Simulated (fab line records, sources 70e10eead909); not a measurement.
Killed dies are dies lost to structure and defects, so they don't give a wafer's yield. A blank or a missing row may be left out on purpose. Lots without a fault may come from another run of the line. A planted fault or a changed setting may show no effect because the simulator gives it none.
Which tool did it? | flow nand_harc | 6 lots, 18 wafers sampled, at 1 step of a route of 1302

WHAT THE GAUGES READ, wafer by wafer
NHARC_A_CHANNEL_HOLE_D1_CD_MEAS_10: target cd 100 nm.
lot  | measured     | on        | cd_nm (nm)
L807 | day 9 05:40  | cd_sem-02 | 100.4 100.0 99.9
L811 | day 10 23:54 | cd_sem-01 | 99.3 100.3 99.0
L819 | day 14 12:10 | cd_sem-03 | 100.2 101.1 101.3
L821 | day 15 09:55 | cd_sem-03 | 100.6 100.4 100.5
L825 | day 16 19:50 | cd_sem-01 | 99.5 100.1 99.4
L827 | day 17 14:48 | cd_sem-01 | 99.4 98.8 100.3

WHICH TOOL RAN EACH LOT (tool, then ch and the chambers of the sampled wafers, then the start)
The record holds no process step before these readings.

THE ANSWER, worked out from the rows above alone
Rule: what is usual is taken from the lots themselves. Put in order of their means at a reading, lots are off if they are a third of the lots or fewer, leave a main group of 4 or more, and stand apart from it by a gap of 3 or more times the standard deviation of the main group's means; of several such gaps the widest counts. A main group whose means are all the same, to the digits that the tables above print for the reading, isn't used. A lot without any number at a reading at which 4 lots or more have one is off too. The other lots that the step has rows for count as sound.
No lot is off at any reading shown: from this, nothing can be told.

WHAT THE SIMULATOR HAD PUT IN
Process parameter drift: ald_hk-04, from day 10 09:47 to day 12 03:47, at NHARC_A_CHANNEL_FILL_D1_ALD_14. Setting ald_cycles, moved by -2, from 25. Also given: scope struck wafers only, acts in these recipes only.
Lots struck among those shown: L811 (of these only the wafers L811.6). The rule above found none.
